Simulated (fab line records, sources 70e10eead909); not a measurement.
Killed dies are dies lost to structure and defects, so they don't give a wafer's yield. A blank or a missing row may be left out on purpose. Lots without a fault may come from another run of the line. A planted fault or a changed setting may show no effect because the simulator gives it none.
Which tool did it? | flow nand_harc | 21 lots, 63 wafers sampled, at 6 steps of a route of 1159

WHAT THE GAUGES READ, wafer by wafer
The record holds no reading of a measuring or inspecting step that can be judged against a usual standard deviation.

WHICH TOOL RAN EACH LOT (tool, then ch and the chambers of the sampled wafers, then the start)
lot  | NHARC_A_STAIRCASE_TRIM_16      | NHARC_A_STAIRCASE_ETCH_25      | NHARC_A_STAIRCASE_ETCH_27      | NHARC_A_STAIRCASE_TRIM_193     | NHARC_A_STAIRCASE_TRIM_200     | NHARC_A_STAIRCASE_TRIM_224
L074 | rie_diel-09 ch 0,1,3, no start | rie_diel-11 ch 0,1,3, no start | rie_diel-11 ch 1,2,3, no start | rie_diel-09 ch 1,2, no start   | rie_diel-13 ch 1,3, no start   | rie_diel-11 ch 0,3, no start
L075 | rie_diel-11 ch 0,1,3, no start | rie_diel-09 ch 2,3, no start   | rie_diel-09 ch 1,3, no start   | rie_diel-13 ch 0,1,2, no start | rie_diel-13 ch 2,3, no start   | rie_diel-13 ch 0,1,3, no start
L077 | rie_diel-09 ch 0,2,3, no start | rie_diel-09 ch 2,3, no start   | rie_diel-09 ch 0,1, no start   | rie_diel-13 ch 0,1,2, no start | rie_diel-11 ch 2,3, no start   | rie_diel-11 ch 1,3, no start
L078 | rie_diel-11 ch 1,2,3, no start | rie_diel-11 ch 0,1, no start   | rie_diel-11 ch 0,1, no start   | rie_diel-13 ch 0,1,3, no start | rie_diel-13 ch 0,1,3, no start | rie_diel-11 ch 0,1, no start
L079 | rie_diel-13 ch 1,2,3, no start | rie_diel-11 ch 0,2,3, no start | rie_diel-11 ch 0,1,3, no start | rie_diel-11 ch 1,2,3, no start | rie_diel-09 ch 0,1,3, no start | rie_diel-13 ch 2,3, no start
L082 | rie_diel-09 ch 0,2,3, no start | rie_diel-11 ch 0,2, no start   | rie_diel-11 ch 1,2, no start   | rie_diel-11 ch 0,2,3, no start | rie_diel-11 ch 0,1, no start   | rie_diel-13 ch 0,3, no start
L080 | rie_diel-11 ch 0,1,2, no start | rie_diel-09 ch 2,3, no start   | rie_diel-09 ch 0,2,3, no start | rie_diel-13 ch 0,1,3, no start | rie_diel-09 ch 0,3, no start   | rie_diel-13 ch 0,1,3, no start
L084 | rie_diel-13 ch 1,3, no start   | rie_diel-11 ch 2,3, no start   | rie_diel-11 ch 0,2,3, no start | rie_diel-09 ch 0,2, no start   | rie_diel-09 ch 2,3, no start   | rie_diel-11 ch 0,2, no start
L086 | rie_diel-13 ch 0,1, no start   | rie_diel-13 ch 1,3, no start   | rie_diel-13 ch 0,3, no start   | rie_diel-11 ch 0,1,3, no start | rie_diel-09 ch 2,3, no start   | rie_diel-13 ch 1,2, no start
L088 | rie_diel-09 ch 2,3, no start   | rie_diel-09 ch 0,1, no start   | rie_diel-09 ch 0,1,2, no start | rie_diel-13 ch 0,1, no start   | rie_diel-13 ch 0,1,3, no start | rie_diel-11 ch 1,2,3, no start
L085 | rie_diel-09 ch 0,1,2, no start | rie_diel-13 ch 0,1,3, no start | rie_diel-13 ch 0,3, no start   | rie_diel-09 ch 0,1,3, no start | rie_diel-11 ch 0,3, no start   | rie_diel-09 ch 0,1,3, no start
L087 | rie_diel-13 ch 2,3, no start   | rie_diel-09 ch 0,1, no start   | rie_diel-09 ch 1,2,3, no start | rie_diel-13 ch 0,1,3, no start | rie_diel-13 ch 0,2,3, no start | rie_diel-11 ch 1,2,3, no start
L089 | rie_diel-13 ch 0,2,3, no start | rie_diel-09 ch 0,1,2, no start | rie_diel-09 ch 0,1,3, no start | rie_diel-11 ch 1,2, no start   | rie_diel-09 ch 0,1,2, no start | rie_diel-13 ch 0,3, no start
L090 | rie_diel-11 ch 1,2, no start   | rie_diel-11 ch 0,1, no start   | rie_diel-11 ch 0,1,2, no start | rie_diel-13 ch 0,1,2, no start | rie_diel-11 ch 0,2, no start   | rie_diel-11 ch 0,2,3, no start
L091 | rie_diel-09 ch 0,2,3, no start | rie_diel-13 ch 1,2,3, no start | rie_diel-13 ch 0,1,2, no start | rie_diel-13 ch 0,1,3, no start | rie_diel-09 ch 0,1,2, no start | rie_diel-11 ch 0,1,3, no start
L092 | rie_diel-09 ch 0,1,2, no start | rie_diel-09 ch 0,1,2, no start | rie_diel-09 ch 0,1, no start   | rie_diel-13 ch 0,1,2, no start | rie_diel-13 ch 0,1,3, no start | rie_diel-11 ch 2,3, no start
L094 | rie_diel-11 ch 0,1, no start   | rie_diel-13 ch 2,3, no start   | rie_diel-13 ch 0,1, no start   | rie_diel-11 ch 1,2, no start   | rie_diel-11 ch 2,3, no start   | rie_diel-11 ch 0,1, no start
L093 | rie_diel-09 ch 1,2, no start   | rie_diel-09 ch 1,2, no start   | rie_diel-09 ch 1,2,3, no start | rie_diel-09 ch 1,2,3, no start | rie_diel-09 ch 1,2,3, no start | rie_diel-11 ch 0,1,3, no start
L096 | rie_diel-11 ch 0,1,3, no start | rie_diel-13 ch 0,1,2, no start | rie_diel-13 ch 1,2, no start   | rie_diel-13 ch 1,2,3, no start | rie_diel-09 ch 0,1,2, no start | rie_diel-13 ch 1,2,3, no start
L095 | rie_diel-11 ch 0,1,3, no start | rie_diel-11 ch 1,2, no start   | rie_diel-11 ch 2,3, no start   | rie_diel-13 ch 0,1, no start   | rie_diel-09 ch 0,1,2, no start | rie_diel-13 ch 1,3, no start
L097 | rie_diel-09 ch 0,1, no start   | rie_diel-13 ch 0,2,3, no start | rie_diel-13 ch 0,1,3, no start | rie_diel-09 ch 0,1,3, no start | rie_diel-09 ch 0,2,3, no start | rie_diel-13 ch 0,1,2, no start
- NHARC_A_STAIRCASE_TRIM_16: chemistry O2, time 211.2 s.
- NHARC_A_STAIRCASE_ETCH_25: etches the open film in C4F8/O2, target depth 100 nm, time 40.5 s.
- NHARC_A_STAIRCASE_ETCH_27: etches the open film in C4F8/O2, target depth 100 nm, time 40.5 s.
- NHARC_A_STAIRCASE_TRIM_193: chemistry O2, time 211.2 s.
- NHARC_A_STAIRCASE_TRIM_200: chemistry O2, time 211.2 s.
- NHARC_A_STAIRCASE_TRIM_224: chemistry O2, time 211.2 s.

WHAT THE TOOLS THEMSELVES READ (means of the sampled wafers that have a number; where no wafer has one, the mark that the record gives instead)
NHARC_A_STAIRCASE_TRIM_16.
lot  | tool        | drypump_motor_current_A (A) | oes_product_au (a.u.) | rf_vpp_V (V) | showerhead_plenum_p_Torr (Torr) | throttle_valve_pct (%)
L074 | rie_diel-09 | 5.2                         | 1.002                 | 56.9         | 3.40                            | 17.039
L075 | rie_diel-11 | 5.7                         | 1.009                 | 57.8         | 3.46                            | 17.045
L077 | rie_diel-09 | 5.1                         | 1.004                 | 58.8         | 3.49                            | 17.032
L078 | rie_diel-11 | 5.7                         | 1.011                 | 58.4         | 3.50                            | 17.028
L079 | rie_diel-13 | 5.9                         | 0.992                 | 57.6         | 3.35                            | 17.033
L082 | rie_diel-09 | 5.1                         | 0.999                 | 57.6         | 3.49                            | 17.042
L080 | rie_diel-11 | 5.7                         | 1.003                 | 58.0         | 3.45                            | 17.045
L084 | rie_diel-13 | 6.1                         | 1.001                 | 58.9         | 3.69                            | 17.028
L086 | rie_diel-13 | 5.4                         | 1.001                 | 57.7         | 3.54                            | 17.035
L088 | rie_diel-09 | 5.3                         | 0.996                 | 58.1         | 3.55                            | 17.042
L085 | rie_diel-09 | 5.2                         | 0.993                 | 58.4         | 3.57                            | 17.041
L087 | rie_diel-13 | 6.2                         | 1.005                 | 57.8         | 3.64                            | 17.052
L089 | rie_diel-13 | 5.9                         | 0.998                 | 58.6         | 3.57                            | 17.043
L090 | rie_diel-11 | 5.8                         | 1.004                 | 57.3         | 3.49                            | 17.036
L091 | rie_diel-09 | 5.1                         | 1.000                 | 57.7         | 3.48                            | 17.030
L092 | rie_diel-09 | 5.2                         | 0.996                 | 58.4         | 3.56                            | 17.041
L094 | rie_diel-11 | 5.6                         | 1.004                 | 57.1         | 3.39                            | 17.046
L093 | rie_diel-09 | 5.4                         | 0.998                 | 58.0         | 3.71                            | 17.033
L096 | rie_diel-11 | 5.7                         | 1.009                 | 58.7         | 3.43                            | 17.042
L095 | rie_diel-11 | 5.7                         | 1.005                 | 58.1         | 3.43                            | 17.034
L097 | rie_diel-09 | 5.0                         | 0.995                 | 58.6         | 3.49                            | 17.040

NHARC_A_STAIRCASE_ETCH_25.
lot  | tool        | bias_w (W) | oes_product_au (a.u.) | rf_fwd_power_W (W) | rf_vpp_V (V)
L074 | rie_diel-11 | 1001       | 0.943                 | 591.2              | 894
L075 | rie_diel-09 | 1000       | 0.934                 | 590.4              | 896
L077 | rie_diel-09 | 1002       | 0.929                 | 589.3              | 897
L078 | rie_diel-11 | 1001       | 0.934                 | 591.5              | 894
L079 | rie_diel-11 | 995        | 0.933                 | 593.9              | 893
L082 | rie_diel-11 | 1001       | 0.944                 | 593.0              | 892
L080 | rie_diel-09 | 997        | 0.939                 | 588.6              | 897
L084 | rie_diel-11 | 1003       | 0.940                 | 592.1              | 893
L086 | rie_diel-13 | 1003       | 0.936                 | 593.7              | 902
L088 | rie_diel-09 | 1000       | 0.935                 | 591.3              | 895
L085 | rie_diel-13 | 998        | 0.948                 | 590.2              | 899
L087 | rie_diel-09 | 1002       | 0.946                 | 590.6              | 895
L089 | rie_diel-09 | 1001       | 0.949                 | 592.9              | 896
L090 | rie_diel-11 | 997        | 0.944                 | 594.2              | 892
L091 | rie_diel-13 | 1002       | 0.953                 | 592.1              | 895
L092 | rie_diel-09 | 999        | 0.939                 | 592.9              | 897
L094 | rie_diel-13 | 999        | 0.940                 | 593.3              | 899
L093 | rie_diel-09 | 999        | 0.934                 | 591.0              | 900
L096 | rie_diel-13 | 1001       | 0.961                 | 590.3              | 893
L095 | rie_diel-11 | 1004       | 0.954                 | 592.6              | 895
L097 | rie_diel-13 | 1000       | 0.957                 | 590.9              | 897

NHARC_A_STAIRCASE_ETCH_27.
lot  | tool        | bias_w (W) | oes_product_au (a.u.) | rf_fwd_power_W (W) | rf_vpp_V (V)
L074 | rie_diel-11 | 997.4      | 0.944                 | 590.7              | 896
L075 | rie_diel-09 | 998.9      | 0.928                 | 590.8              | 893
L077 | rie_diel-09 | 999.4      | 0.934                 | 594.5              | 889
L078 | rie_diel-11 | 999.8      | 0.942                 | 591.5              | 894
L079 | rie_diel-11 | 999.3      | 0.947                 | 593.4              | 894
L082 | rie_diel-11 | 998.9      | 0.954                 | 592.2              | 895
L080 | rie_diel-09 | 1002.9     | 0.944                 | 592.1              | 895
L084 | rie_diel-11 | 1000.6     | 0.963                 | 592.8              | 892
L086 | rie_diel-13 | 1001.3     | 0.940                 | 591.6              | 900
L088 | rie_diel-09 | 999.7      | 0.941                 | 590.7              | 898
L085 | rie_diel-13 | 1000.5     | 0.942                 | 590.7              | 903
L087 | rie_diel-09 | 999.9      | 0.941                 | 590.7              | 899
L089 | rie_diel-09 | 1003.4     | 0.951                 | 592.0              | 897
L090 | rie_diel-11 | 1001.1     | 0.944                 | 592.0              | 893
L091 | rie_diel-13 | 1000.4     | 0.954                 | 590.9              | 893
L092 | rie_diel-09 | 999.3      | 0.938                 | 592.0              | 900
L094 | rie_diel-13 | 997.9      | 0.942                 | 592.5              | 894
L093 | rie_diel-09 | 999.6      | 0.937                 | 591.7              | 899
L096 | rie_diel-13 | 996.3      | 0.942                 | 590.3              | 890
L095 | rie_diel-11 | 1002.2     | 0.957                 | 591.2              | 893
L097 | rie_diel-13 | 1001.1     | 0.944                 | 591.6              | 898

NHARC_A_STAIRCASE_TRIM_193.
lot  | tool        | drypump_motor_current_A (A) | oes_product_au (a.u.) | rf_vpp_V (V) | showerhead_plenum_p_Torr (Torr) | throttle_valve_pct (%)
L074 | rie_diel-09 | 5.3                         | 0.992                 | 57.4         | 3.47                            | 17.045
L075 | rie_diel-13 | 5.5                         | 0.996                 | 57.6         | 3.46                            | 17.029
L077 | rie_diel-13 | 5.5                         | 0.989                 | 57.6         | 3.46                            | 17.045
L078 | rie_diel-13 | 5.8                         | 0.990                 | 57.0         | 3.44                            | 17.036
L079 | rie_diel-11 | 5.8                         | 1.003                 | 57.3         | 3.50                            | 17.033
L082 | rie_diel-11 | 5.7                         | 1.004                 | 58.0         | 3.41                            | 17.032
L080 | rie_diel-13 | 5.8                         | 1.010                 | 57.9         | 3.62                            | 17.020
L084 | rie_diel-09 | 5.0                         | 1.001                 | 58.1         | 3.42                            | 17.037
L086 | rie_diel-11 | 5.7                         | 1.002                 | 57.1         | 3.44                            | 17.029
L088 | rie_diel-13 | 5.4                         | 1.003                 | 57.4         | 3.54                            | 17.031
L085 | rie_diel-09 | 5.2                         | 1.002                 | 58.3         | 3.56                            | 17.040
L087 | rie_diel-13 | 5.8                         | 1.006                 | 57.6         | 3.61                            | 17.043
L089 | rie_diel-11 | 5.7                         | 1.009                 | 57.5         | 3.52                            | 17.037
L090 | rie_diel-13 | 5.5                         | 1.005                 | 57.5         | 3.45                            | 17.036
L091 | rie_diel-13 | 5.8                         | 0.998                 | 58.1         | 3.61                            | 17.046
L092 | rie_diel-13 | 5.5                         | 1.010                 | 58.2         | 3.45                            | 17.045
L094 | rie_diel-11 | 5.7                         | 1.010                 | 57.5         | 3.52                            | 17.037
L093 | rie_diel-09 | 5.3                         | 0.999                 | 58.5         | 3.62                            | 17.040
L096 | rie_diel-13 | 5.9                         | 1.008                 | 57.5         | 3.51                            | 17.043
L095 | rie_diel-13 | 5.4                         | 1.007                 | 57.1         | 3.53                            | 17.041
L097 | rie_diel-09 | 5.2                         | 0.993                 | 58.6         | 3.55                            | 17.037

NHARC_A_STAIRCASE_TRIM_200.
lot  | tool        | drypump_motor_current_A (A) | oes_product_au (a.u.) | rf_vpp_V (V) | showerhead_plenum_p_Torr (Torr) | throttle_valve_pct (%)
L074 | rie_diel-13 | 6.1                         | 0.996                 | 56.9         | 3.34                            | 17.040
L075 | rie_diel-13 | 6.2                         | 0.995                 | 57.3         | 3.29                            | 17.031
L077 | rie_diel-11 | 5.8                         | 0.999                 | 58.4         | 3.46                            | 17.034
L078 | rie_diel-13 | 5.7                         | 0.986                 | 57.2         | 3.44                            | 17.029
L079 | rie_diel-09 | 5.1                         | 1.004                 | 57.6         | 3.58                            | 17.044
L082 | rie_diel-11 | 5.6                         | 1.015                 | 56.8         | 3.40                            | 17.033
L080 | rie_diel-09 | 5.0                         | 0.996                 | 57.0         | 3.42                            | 17.038
L084 | rie_diel-09 | 5.3                         | 0.999                 | 56.7         | 3.56                            | 17.038
L086 | rie_diel-09 | 5.3                         | 0.995                 | 57.6         | 3.54                            | 17.030
L088 | rie_diel-13 | 5.8                         | 0.993                 | 58.2         | 3.61                            | 17.036
L085 | rie_diel-11 | 5.6                         | 1.006                 | 56.5         | 3.36                            | 17.032
L087 | rie_diel-13 | 5.9                         | 1.009                 | 58.2         | 3.57                            | 17.033
L089 | rie_diel-09 | 5.2                         | 0.997                 | 57.4         | 3.56                            | 17.042
L090 | rie_diel-11 | 5.7                         | 1.005                 | 56.8         | 3.41                            | 17.030
L091 | rie_diel-09 | 5.2                         | 0.994                 | 58.1         | 3.56                            | 17.044
L092 | rie_diel-13 | 5.8                         | 1.000                 | 58.6         | 3.61                            | 17.028
L094 | rie_diel-11 | 5.8                         | 1.008                 | 57.9         | 3.44                            | 17.040
L093 | rie_diel-09 | 5.3                         | 1.001                 | 58.3         | 3.62                            | 17.035
L096 | rie_diel-09 | 5.2                         | 0.987                 | 58.1         | 3.56                            | 17.030
L095 | rie_diel-09 | 5.2                         | 1.005                 | 57.5         | 3.56                            | 17.032
L097 | rie_diel-09 | 5.1                         | 0.997                 | 57.8         | 3.47                            | 17.028

NHARC_A_STAIRCASE_TRIM_224.
lot  | tool        | drypump_motor_current_A (A) | oes_product_au (a.u.) | rf_vpp_V (V) | showerhead_plenum_p_Torr (Torr) | throttle_valve_pct (%)
L074 | rie_diel-11 | 5.6                         | 1.014                 | 57.2         | 3.38                            | 17.039
L075 | rie_diel-13 | 5.8                         | 0.991                 | 57.9         | 3.44                            | 17.037
L077 | rie_diel-11 | 5.7                         | 1.005                 | 58.4         | 3.53                            | 17.032
L078 | rie_diel-11 | 5.6                         | 1.012                 | 58.0         | 3.49                            | 17.046
L079 | rie_diel-13 | 6.0                         | 0.997                 | 57.0         | 3.31                            | 17.035
L082 | rie_diel-13 | 6.2                         | 1.002                 | 58.7         | 3.74                            | 17.028
L080 | rie_diel-13 | 5.8                         | 1.009                 | 58.2         | 3.61                            | 17.041
L084 | rie_diel-11 | 5.7                         | 1.008                 | 58.0         | 3.41                            | 17.033
L086 | rie_diel-13 | 5.5                         | 1.004                 | 57.7         | 3.40                            | 17.033
L088 | rie_diel-11 | 5.7                         | 1.009                 | 57.3         | 3.49                            | 17.028
L085 | rie_diel-09 | 5.2                         | 1.002                 | 57.8         | 3.56                            | 17.037
L087 | rie_diel-11 | 5.8                         | 1.008                 | 57.4         | 3.48                            | 17.030
L089 | rie_diel-13 | 6.2                         | 1.001                 | 57.6         | 3.73                            | 17.039
L090 | rie_diel-11 | 5.7                         | 1.017                 | 57.6         | 3.40                            | 17.038
L091 | rie_diel-11 | 5.7                         | 1.010                 | 57.1         | 3.43                            | 17.032
L092 | rie_diel-11 | 5.8                         | 1.002                 | 57.4         | 3.45                            | 17.040
L094 | rie_diel-11 | 5.6                         | 1.019                 | 56.9         | 3.39                            | 17.037
L093 | rie_diel-11 | 5.7                         | 1.007                 | 57.7         | 3.43                            | 17.035
L096 | rie_diel-13 | 5.9                         | 1.003                 | 57.3         | 3.51                            | 17.034
L095 | rie_diel-13 | 6.1                         | 0.996                 | 58.1         | 3.67                            | 17.045
L097 | rie_diel-13 | 5.5                         | 1.010                 | 57.0         | 3.44                            | 17.047

THE ANSWER, worked out from the rows above alone
Rule: what is usual is taken from the lots themselves. Put in order of their means at a reading, lots are off if they are a third of the lots or fewer, leave a main group of 4 or more, and stand apart from it by a gap of 3 or more times the standard deviation of the main group's means; of several such gaps the widest counts. A main group whose means are all the same, to the digits that the tables above print for the reading, isn't used. A lot without any number at a reading at which 4 lots or more have one is off too. The other lots that the step has rows for count as sound. The gauges are gone through in route order, then the tools' own readings, and for those a lot's mean is taken as printed above. The first step at which some lot is off is used, and at that step the reading that is off furthest; a lot without a number counts as furthest.
No lot is off at any reading shown: from this, nothing can be told.

WHAT THE SIMULATOR HAD PUT IN
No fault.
